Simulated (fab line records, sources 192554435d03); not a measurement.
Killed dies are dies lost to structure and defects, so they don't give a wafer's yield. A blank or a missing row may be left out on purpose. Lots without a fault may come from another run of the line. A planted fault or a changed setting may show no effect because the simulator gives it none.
fab line records | flow n5_finfet
record lots=15 wafers=43 last_day=19
route steps=1938 shown BEOL_M3@1008 BEOL_M4@1033
lots that met no fault: from a run of the same line without faults
start_h: hours from the record's first day to the start of the lot's first wafer shown | wait_h: hours since the lot's step before | " the same as in the row above | L1.1+2: a row that stands for several wafers | - no value, or no start given | * or withheld: withheld | < > ~ a bound
route shown NAME@n: a module of which the file shows steps, and the number in the route of the first | usual: mean/standard deviation of fault-free wafers | same: alike in all rows | chamber/n: place in a boat | sites: the reading at each site | _std_site: their standard deviation | _edge_site: outer sites' mean less inner sites' | radius_mm: how far each site lies from the wafer's centre | mask NAME#n: copy n | behind: the tool/chamber that last shaped the wafer | hold: why the lot was held/for how many hours/how that ended | device: the transistor (n, p or np) that didn't switch | end of line: the same wafers' tests at the end of the route | a step without rows: its recipe alone | killed: dies lost to structure and defects at the first sort, not the wafer's yield | map: a wafer's dies, x killed, . not, _ none there
set.NAME: the setting as run; set.NAME@STEP: as run at that earlier step | model.NAME: the simulator's own value behind a step, which no gauge read
steps of the route over a sample of lots; a table a step, a row a wafer
services: from which hour (start_h, from the record's first day; less than 0 if before it) a tool's chamber was out of use, for how many hours, and why
## steps
# step N5_BEOL_M3_SPUTTER_94
# recipe material=Cu target_thk_a=45 temp_c=-20 chamber_pressure_pa=0.07 power_w=withheld time_s=8.29
# usual throttle_valve_pct=30.3/0.97
# same time_s=8.29
# columns lot.wafer tool chamber start_h wait_h throttle_valve_pct
L570.2 pvd_sputter-02 - 177.66 0.1 29.9
L570.4 " - " " 30.7
L570.5 " - " " 29.8
L574.1 pvd_sputter-01 - 183.80 0.1 29.4
L574.2 " - " " 28.6
L574.6 " - " " 29.4
L572.1 pvd_sputter-03 - 184.07 0.1 30.7
L572.2 " - " " 31.1
L572.6 " - " " 30.6
L573.2 pvd_sputter-03 - 186.65 0.1 30.8
L573.3 " - " " 31.9
L573.4 " - " " 30.8
L575.3 pvd_sputter-03 - 188.49 0.1 30.7
L575.4 " - " " 32.2
L575.6 " - " " 30.7
L579.1 pvd_sputter-01 - 209.97 0.1 30.4
L579.2 " - " " 29.7
L578.2 pvd_sputter-03 - 210.23 0.1 32.1
L578.5 " - " " 32.1
L578.6 " - " " 31.3
L580.1 pvd_sputter-01 - 221.95 0.1 28.4
L580.3 " - " " 29.4
L580.6 " - " " 30.5
L581.1 pvd_sputter-02 - 234.01 0.1 29.8
L581.2 " - " " 29.6
L581.6 " - " " 29.8
L582.4 pvd_sputter-01 - 238.95 0.1 28.4
L582.5 " - " " 30.4
L582.6 " - " " 29.3
L584.2 pvd_sputter-03 - 244.27 0.1 31.4
L584.3 " - " " 32.2
L584.6 " - " " 32.0
L585.3 pvd_sputter-03 - 257.32 0.1 32.1
L585.4 " - " " 30.7
L585.6 " - " " 30.9
L592.4 pvd_sputter-02 - 289.55 0.1 30.7
L592.5 " - " " 29.8
L591.1 pvd_sputter-02 - 301.04 0.1 29.4
L591.3 " - " " 29.6
L591.4 " - " " 31.2
L593.1 pvd_sputter-01 - 308.36 0.1 30.3
L593.2 " - " " 29.5
L593.5 " - " " 29.3
# step N5_BEOL_M3_INSPECT_59
# recipe inspect_instrument=darkfield mode=post_dep
# usual raw_defect_count=79/25
# columns lot.wafer tool chamber start_h wait_h raw_defect_count
L570.2 defect_inspect-02 - 179.07 0.0 86
L570.4 " - " " 70
L570.5 " - " " 93
L574.1 defect_inspect-01 - 185.62 0.0 143
L574.2 " - " " 68
L574.6 " - " " 69
L572.1 defect_inspect-02 - 185.76 0.0 152
L572.2 " - " " 93
L572.6 " - " " 91
L573.2 defect_inspect-02 - 187.94 0.0 61
L573.3 " - " " 57
L573.4 " - " " 54
L575.3 defect_inspect-01 - 189.91 0.0 59
L575.4 " - " " 85
L575.6 " - " " 78
L579.1 defect_inspect-01 - 211.29 0.0 68
L579.2 " - " " 91
L578.2 defect_inspect-01 - 211.52 0.0 86
L578.5 " - " " 96
L578.6 " - " " 119
L580.1 defect_inspect-01 - 223.50 0.0 56
L580.3 " - " " 50
L580.6 " - " " 88
L581.1 defect_inspect-01 - 235.30 0.0 92
L581.2 " - " " 79
L581.6 " - " " 62
L582.4 defect_inspect-02 - 240.25 0.0 98
L582.5 " - " " 72
L582.6 " - " " 65
L584.2 defect_inspect-02 - 245.57 0.0 64
L584.3 " - " " 46
L584.6 " - " " 92
L585.3 defect_inspect-01 - 258.62 0.0 54
L585.4 " - " " 40
L585.6 " - " " 58
L592.4 defect_inspect-01 - 290.85 0.0 74
L592.5 " - " " 49
L591.1 defect_inspect-01 - 302.40 0.0 75
L591.3 " - " " 54
L591.4 " - " " 127
L593.1 defect_inspect-01 - 309.65 0.0 72
L593.2 " - " " 45
L593.5 " - " " 117
# step N5_BEOL_M4_DEVELOP_10
# recipe develop_time_s=30 developer=TMAH resist=CAR-EUV rinse_liquid=surfactant_rinse dry=air_spin dev_temp_c=23
# usual chill_plate_temp_C=22.99/0.11 develop_time_s=30/0 exhaust_pa=45.0/0.88
# columns lot.wafer tool chamber start_h wait_h chill_plate_temp_C develop_time_s exhaust_pa
L570.2 litho_track-02 0 181.63 - 22.67 30 45.4
L570.4 " 0 " " 22.84 30 43.8
L570.5 " 0 " " 22.77 30 44.1
L574.1 litho_track-05 0 188.12 - 22.86 30 45.4
L574.2 " 0 " " 23.07 30 46.6
L574.6 " 0 " " 23.07 30 45.4
L572.1 litho_track-05 0 188.23 - 22.90 30 45.6
L572.2 " 0 " " 22.96 30 45.2
L572.6 " 0 " " 23.04 30 44.3
L573.2 litho_track-02 0 189.08 - 23.25 30 47.7
L573.3 " 0 " " 23.08 30 45.7
L573.4 " 0 " " 23.13 30 46.3
L575.3 litho_track-04 0 191.37 - 23.14 30 45.4
L575.4 " 0 " " 23.12 30 45.4
L575.6 " 0 " " 23.18 30 45.5
L579.1 litho_track-04 0 212.23 - 23.10 30 44.7
L579.2 " 0 " " 23.06 30 45.3
L578.2 litho_track-05 0 212.34 - 22.92 30 45.6
L578.5 " 0 " " 22.91 30 45.3
L578.6 " 0 " " 23.10 30 45.7
L580.1 litho_track-02 - 225.54 - - - -
L580.3 " - " " - - -
L580.6 " - " " - - -
L581.1 litho_track-04 - 235.84 - - - -
L581.2 " - " " - - -
L581.6 " - " " - - -
L582.4 litho_track-05 - 242.00 - - - -
L582.5 " - " " - - -
L582.6 " - " " - - -
L584.2 litho_track-04 0 247.06 - 22.98 30 46.7
L584.3 " 0 " " 23.13 30 44.6
L584.6 " 0 " " 23.00 30 46.0
L585.3 litho_track-02 0 260.04 - 23.12 30 44.7
L585.4 " 0 " " 23.14 30 44.0
L585.6 " 0 " " 22.91 30 44.1
L592.4 litho_track-04 0 292.36 - 22.92 30 46.2
L592.5 " 0 " " 22.90 30 46.0
L591.1 litho_track-02 0 303.25 - 22.78 30 45.4
L591.3 " 0 " " 22.85 30 45.6
L591.4 " 0 " " 22.91 30 45.7
L593.1 litho_track-04 0 310.88 - 22.91 30 45.7
L593.2 " 0 " " 23.05 30 46.0
L593.5 " 0 " " 23.06 30 45.2
## services
# columns tool chamber start_h hours kind
litho_track-05 - 188.84 - consumable_replace:filter
## key
first_sign step=N5_BEOL_M4_DEVELOP_10 reading=tool_record direction=missing
effect none on later readings
met_at N5_BEOL_M4_DEVELOP_10
struck_lots L580,L581,L582
later_rows_left_out L580.1,L580.3,L580.6,L581.1,L581.2,L581.6,L582.4,L582.5,L582.6
sort_left_out L580.1,L580.3,L580.6,L581.1,L581.2,L581.6,L582.4,L582.5,L582.6
not_acting_at N5_BEOL_M3_SPUTTER_94,N5_BEOL_M3_INSPECT_59
onset_between 212.34 225.54
fault kind=skipped_step_whole tool=litho_track-02,litho_track-04,litho_track-05 chamber=- onset_h=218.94 steps=N5_BEOL_M4_DEVELOP_10 scope=struck_lots_only
# sort_left_out: the simulated sort isn't trusted on such a fault, so these wafers' sort isn't shown, and their yield isn't known
# later_rows_left_out: the simulator's readings of these wafers behind a module that went badly wrong aren't trusted and aren't shown, but for the sort
